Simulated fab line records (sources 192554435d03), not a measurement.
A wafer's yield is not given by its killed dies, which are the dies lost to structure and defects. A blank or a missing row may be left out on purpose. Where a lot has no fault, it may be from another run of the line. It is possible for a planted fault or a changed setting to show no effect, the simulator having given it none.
Matching of chambers + flow n5_finfet + N5_FIN_SAQP_DESCUM_21 on rie_diel-04: 4 sister chambers
The step chemistry O2, time 7.9 s. 24 wafers are shown with their chamber, then 12 later ones without.

WAFERS, EACH WITH ITS CHAMBER
| wafer  | chamber | showerhead_plenum_p_Torr (Torr) | throttle_valve_pct (%) | oes_product_au (a.u.) |
|--------|---------|---------------------------------|------------------------|-----------------------|
| L075.1 | 3       | 2.10                            | 20.58                  | 0.80                  |
| L075.3 | 0       | 2.19                            | 20.51                  | 0.75                  |
| L075.6 | 1       | 2.17                            | 20.64                  | 0.72                  |
| L080.1 | 0       | 2.18                            | 20.52                  | 0.74                  |
| L080.4 | 3       | 2.09                            | 20.62                  | 0.78                  |
| L080.6 | 2       | 2.09                            | 20.69                  | 0.78                  |
| L081.3 | 0       | 2.18                            | 20.52                  | 0.74                  |
| L081.4 | 2       | 2.09                            | 20.71                  | 0.79                  |
| L081.5 | 1       | 2.17                            | 20.68                  | 0.71                  |
| L082.1 | 0       | 2.18                            | 20.53                  | 0.74                  |
| L082.2 | 3       | 2.09                            | 20.63                  | 0.78                  |
| L082.3 | 1       | 2.17                            | 20.67                  | 0.71                  |
| L082.4 | 3       | 2.09                            | 20.61                  | 0.78                  |
| L082.5 | 1       | 2.17                            | 20.66                  | 0.70                  |
| L082.6 | 0       | 2.18                            | 20.51                  | 0.73                  |
| L083.3 | 3       | 2.09                            | 20.63                  | 0.79                  |
| L083.4 | 1       | 2.17                            | 20.67                  | 0.70                  |
| L083.5 | 3       | 2.09                            | 20.61                  | 0.78                  |
| L086.1 | 0       | 2.18                            | 20.54                  | 0.73                  |
| L086.2 | 3       | 2.09                            | 20.62                  | 0.77                  |
| L086.6 | 2       | 2.09                            | 20.70                  | 0.78                  |
| L087.1 | 1       | 2.16                            | 20.68                  | 0.70                  |
| L087.2 | 0       | 2.18                            | 20.55                  | 0.73                  |
| L087.3 | 2       | 2.09                            | 20.72                  | 0.77                  |

SIGNATURES (means of the wafers above)
| reading                  | chamber 0 | chamber 1 | chamber 2 | chamber 3 | scatter within a chamber |
|--------------------------|-----------|-----------|-----------|-----------|--------------------------|
| showerhead_plenum_p_Torr | 2.1814    | 2.1683    | 2.0900    | 2.0914    | 0.00357                  |
| throttle_valve_pct       | 20.5257   | 20.6667   | 20.7050   | 20.6143   | 0.0155                   |
| oes_product_au           | 0.7371    | 0.7067    | 0.7800    | 0.7829    | 0.00842                  |
Rule: for a wafer and a chamber, the distance is found by dividing, reading by reading, the gap between the wafer's reading and the chamber's mean by the reading's scatter, squaring, summing and taking the root. If the next closest chamber is less than 2 further off than the closest, the wafer can't be placed; otherwise it belongs to the closest. The scatter is the square root of a quotient: the sum, over the shown wafers, of each reading's squared deviation from its chamber's mean, divided by wafers minus chambers.

WAFERS WHOSE CHAMBER IS MISSING
| wafer  | showerhead_plenum_p_Torr (Torr) | throttle_valve_pct (%) | oes_product_au (a.u.) |
|--------|---------------------------------|------------------------|-----------------------|
| L089.1 | 2.09                            | 20.62                  | 0.76                  |
| L089.3 | 2.08                            | 20.73                  | 0.77                  |
| L089.6 | 2.16                            | 20.69                  | 0.70                  |
| L092.1 | 2.17                            | 20.55                  | 0.71                  |
| L092.2 | 2.16                            | 20.67                  | 0.69                  |
| L092.3 | 2.08                            | 20.65                  | 0.76                  |
| L092.4 | 2.08                            | 20.65                  | 0.76                  |
| L092.5 | 2.17                            | 20.57                  | 0.71                  |
| L092.6 | 2.16                            | 20.70                  | 0.68                  |
| L093.3 | 2.08                            | 20.65                  | 0.76                  |
| L093.4 | 2.16                            | 20.71                  | 0.69                  |
| L093.6 | 2.08                            | 20.65                  | 0.76                  |

WHICH CHAMBER EACH ONE RAN IN
| wafer  | from the rows above     | in truth |
|--------|-------------------------|----------|
| L089.1 | 3                       | 3        |
| L089.3 | 2                       | 2        |
| L089.6 | 1                       | 1        |
| L092.1 | 0                       | 0        |
| L092.2 | 1                       | 1        |
| L092.3 | can't be placed: 3 or 2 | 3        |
| L092.4 | can't be placed: 3 or 2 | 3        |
| L092.5 | can't be placed: 0 or 1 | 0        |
| L092.6 | 1                       | 1        |
| L093.3 | can't be placed: 3 or 2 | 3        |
| L093.4 | 1                       | 1        |
| L093.6 | can't be placed: 3 or 2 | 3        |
Placed correctly: 7 of 12. Unplaceable from these rows: 5, with the true chamber sitting among the candidates in 5. Number placed wrongly: 0.
